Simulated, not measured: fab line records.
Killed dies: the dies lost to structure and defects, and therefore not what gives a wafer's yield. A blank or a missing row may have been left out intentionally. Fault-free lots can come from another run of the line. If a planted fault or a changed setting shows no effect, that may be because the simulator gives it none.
Matching of chambers | flow nand harc | NHARC_P_STI_DESCUM_14 on rie diel-08: 4 sister chambers
The step chemistry O2, time 3 s. 16 wafers are shown with their chamber, then 8 later ones without.

WAFERS, EACH WITH ITS CHAMBER
wafer  | chamber | showerhead plenum p Torr (Torr) | drypump motor current A (A) | chamber pressure mTorr (mTorr)
L077.1 | 2       | 2.06                            | 6.1                         | 59.98
L077.4 | 1       | 1.96                            | 6.1                         | 60.08
L077.5 | 2       | 2.06                            | 6.2                         | 59.93
L080.1 | 2       | 2.06                            | 6.2                         | 60.05
L080.2 | 1       | 1.96                            | 6.1                         | 60.01
L080.5 | 1       | 1.96                            | 6.1                         | 60.01
L083.2 | 0       | 1.80                            | 4.6                         | 60.04
L083.3 | 1       | 1.96                            | 6.1                         | 60.02
L083.6 | 2       | 2.05                            | 6.1                         | 59.95
L090.4 | 1       | 1.96                            | 6.1                         | 60.02
L090.5 | 3       | 2.05                            | 5.7                         | 59.92
L090.6 | 2       | 2.05                            | 6.2                         | 59.91
L092.2 | 0       | 1.80                            | 4.6                         | 59.98
L092.4 | 3       | 2.05                            | 5.7                         | 59.92
L092.6 | 3       | 2.05                            | 5.7                         | 59.91
L093.1 | 1       | 1.96                            | 6.1                         | 60.00

SIGNATURES, as means of the wafers listed above
reading                  | chamber 0 | chamber 1 | chamber 2 | chamber 3 | scatter within a chamber
showerhead plenum p Torr | 1.8000    | 1.9600    | 2.0560    | 2.0500    | 0.00316
drypump motor current A  | 4.600     | 6.100     | 6.160     | 5.700     | 0.0316
chamber pressure mTorr   | 60.0100   | 60.0233   | 59.9640   | 59.9167   | 0.0386
Rule: for a wafer and a chamber, the distance is found by dividing, reading by reading, the gap between the wafer's reading and the chamber's mean by the reading's scatter, squaring, summing and taking the root. If the next closest chamber is less than 2 further off than the closest, the wafer can't be placed; otherwise it belongs to the closest. The scatter: the root of (the sum of the squares of (reading less its chamber's mean) over the shown wafers, divided by (wafers less chambers)).

WAFERS MISSING THEIR CHAMBER
wafer  | showerhead plenum p Torr (Torr) | drypump motor current A (A) | chamber pressure mTorr (mTorr)
L093.5 | 2.05                            | 5.6                         | 59.92
L093.6 | 2.05                            | 6.1                         | 59.99
L095.1 | 1.80                            | 4.6                         | 59.93
L095.4 | 1.96                            | 6.1                         | 59.99
L095.5 | 2.05                            | 5.7                         | 59.95
L097.1 | 2.05                            | 6.2                         | 59.88
L097.2 | 2.05                            | 5.7                         | 59.97
L097.6 | 1.96                            | 6.1                         | 60.00

THE CHAMBER EACH PASSED THROUGH
wafer  | from the rows above | in truth
L093.5 | 3                   | 3
L093.6 | 2                   | 2
L095.1 | 0                   | 0
L095.4 | 1                   | 1
L095.5 | 3                   | 3
L097.1 | 2                   | 2
L097.2 | 3                   | 3
L097.6 | 1                   | 1
Correctly placed: 8 of 8. Left unplaced by these rows: 0. Number placed wrongly: 0.
